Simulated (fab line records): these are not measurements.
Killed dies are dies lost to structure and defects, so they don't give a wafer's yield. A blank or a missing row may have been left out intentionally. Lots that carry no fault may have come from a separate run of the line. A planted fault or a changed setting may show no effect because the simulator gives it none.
Struck lot and sound lot, side by side ; flow n5 finfet ; 16 out of 1938 route steps
Sound: these wafers, L901.2, L901.3, L901.6. Struck: wafer L920.2 (L920.3, L920.6, from the same lot, were not struck and are left out); the cause is given at the end.
For every step that has rows: the tool of each side, followed by ch and its chambers, followed by its first start. Under that, the readings that differ: sound wafers ; struck wafers ; difference of the means ; sigmas: that difference in standard deviations of wafers without a fault.
alike: same words and numbers on both sides, and readings whose means sit less than 2 such deviations apart. not compared: any withheld reading, any reading some wafer has no value for, any bound like >300 that may hide the same value, and any number with overlapping values for which the record gives no deviation.
A row with sigmas, a row that says differs or no value, or rows on one side alone: a step with any of these is where the two part. Non-overlapping numbers with no deviation appear without sigmas and do not part them. A reading that every wafer of one side lacks parts them only if that side has two wafers or more.

first, 2 steps without rows for these wafers: N5_GATE_CUT_DESCUM_18 (chemistry O2, time 7 s); N5_GATE_CUT_ETCH_28 (etches underlayer in N2/H2, target depth 13 nm, time 10.4 s).
N5_GATE_CUT_ETCH_36: etches SiARC in CF4, target depth 13 nm, time 21.7 s.
  sound on rie diel-05 ch 0,1,3, day 4 21:19; struck on rie diel-01 ch 3, day 9 12:51
reading;sound;struck;difference;sigmas
showerhead plenum p Torr (Torr);2.19 2.08 2.20;2.07;-0.09;-2
  alike: drypump motor current A, etch rf on time s, oes product au, rf vpp V, throttle valve pct
  not compared: rf hours counter h
N5_GATE_CUT_ETCH_37: etches SOC in N2/H2, target depth 60 nm, overetch 12 nm, time 90 s.
  sound on rie diel-05 ch 0,1,3, day 4 21:20; struck on rie diel-01 ch 3, day 9 12:53
reading;sound;struck;difference;sigmas
showerhead plenum p Torr (Torr);2.58 2.49 2.64;2.45;-0.12;-2
  alike: drypump motor current A, oes product au, rf vpp V, temp c, throttle valve pct
  not compared: rf hours counter h
then, 2 steps without rows for these wafers: N5_GATE_CUT_STRIP_38 (strips in N2/H2); N5_GATE_CUT_STRIP_39 (strips in N2/H2).
N5_GATE_CUT_HM_OPEN_40: chemistry C4F6/O2, target SiO2, target depth 139 nm, time 85.1 s.
  sound on rie diel-05 ch 0,1,3, day 4 21:25; struck on rie diel-01 ch 3, day 9 12:58
reading;sound;struck;difference;sigmas
showerhead plenum p Torr (Torr);2.91 2.77 2.92;2.75;-0.12;-2
  alike: drypump motor current A, etch rf on time s, oes product au, rf vpp V, throttle valve pct
  not compared: rf hours counter h
then, 3 steps without rows for these wafers: N5_GATE_CUT_STRIP_41 (strips in CF4); N5_GATE_CUT_STRIP_42 (strips in O2); N5_GATE_CUT_ETCH_19 (etches SiNx in CH3F/O2, target depth 53.7 nm, time 76.7 s).
N5_GATE_CUT_CUT_ETCH_53: etches W in SF6/Cl2, target depth 79.2 nm.
  sound on rie metal-01 ch 0,1, day 4 21:39; struck on rie metal-01 ch 1, day 9 13:11
reading;sound;struck;difference;sigmas
mfc cl2 sccm (sccm);60.16 60.35 60.09;59.82;-0.38;-2
  alike: drypump motor current A, etch rf on time s, oes product au, throttle valve pct
  not compared: rf hours counter h
N5_GATE_CUT_CUT_ETCH_54: etches TiN in Cl2/BCl3, target depth 96.7 nm.
  sound on rie metal-01 ch 0,1, day 4 21:43; struck on rie metal-01 ch 1, day 9 13:15
  alike: drypump motor current A, etch rf on time s, mfc cl2 sccm, oes product au, throttle valve pct
  not compared: rf hours counter h
N5_GATE_CUT_CUT_ETCH_55: etches HfO2 in BCl3, target depth 3.2 nm.
  sound on rie metal-01 ch 0,1, day 4 21:46; struck on rie metal-01 ch 1, day 9 13:19
reading;sound;struck;difference;sigmas
model.etch.depth nm (nm);3.259 3.17 3.146;2.463;-0.729;
  alike: drypump motor current A, oes product au, throttle valve pct
  not compared: rf hours counter h
then, 1 step without rows for these wafers: N5_GATE_CUT_ETCH_47 (etches SiO2 in Cl2/BCl3, target depth 10 nm).
-- a jump in the record: the struck wafers' starts before and after are 4 days apart (it breaks off in module GATE_CUT and resumes in module BEOL_M4, where the first step shown is number 1111 of the route) --
N5_BEOL_M4_RC_MEAS_101:
  sound on prober-01 ch 0, day 8 14:43; struck on prober-01 ch 0, day 13 04:11
reading;sound;struck;difference;sigmas
IOFF_N (nA/um);0.13 0.22 0.19;0.27;+0.09;+2
IOFF_P (nA/um);0.23 0.34 0.30;0.40;+0.11;+2
ION_P (uA/um);466 486 468;496;+23;+2
  alike: DIBL_N, DIBL_P, ION_N, SS_N, SS_P, VT_N, VT_P
-- here the record skips 5 days between the struck wafers' starts before and after, leaving off in module BEOL_M4 and picking up in module PASSIVATION (first step shown: number 1936 of the route) --
N5_PASSIVATION_PROBE_49:
  sound on prober-02 at day 12 22:47; struck on prober-02 at day 18 04:28
  alike: defect limited yield, killed_at_M0_to_M3, killed_at_M4_up, killed at contacts, killed at front end, killed at other, killed dies, killed open, killed short, sort_bin_4_leakage, sort_bin_5_function, sort_bin_6_memory, sort_bin_8_speed, sort n pass, sort yield pct

WHERE THEY PART
At N5_GATE_CUT_ETCH_36 first; at N5_BEOL_M4_RC_MEAS_101 last (within this record only). Later steps at which nothing parts them and some readings are alike: N5_PASSIVATION_PROBE_49.

WHY: the cause the simulator had injected
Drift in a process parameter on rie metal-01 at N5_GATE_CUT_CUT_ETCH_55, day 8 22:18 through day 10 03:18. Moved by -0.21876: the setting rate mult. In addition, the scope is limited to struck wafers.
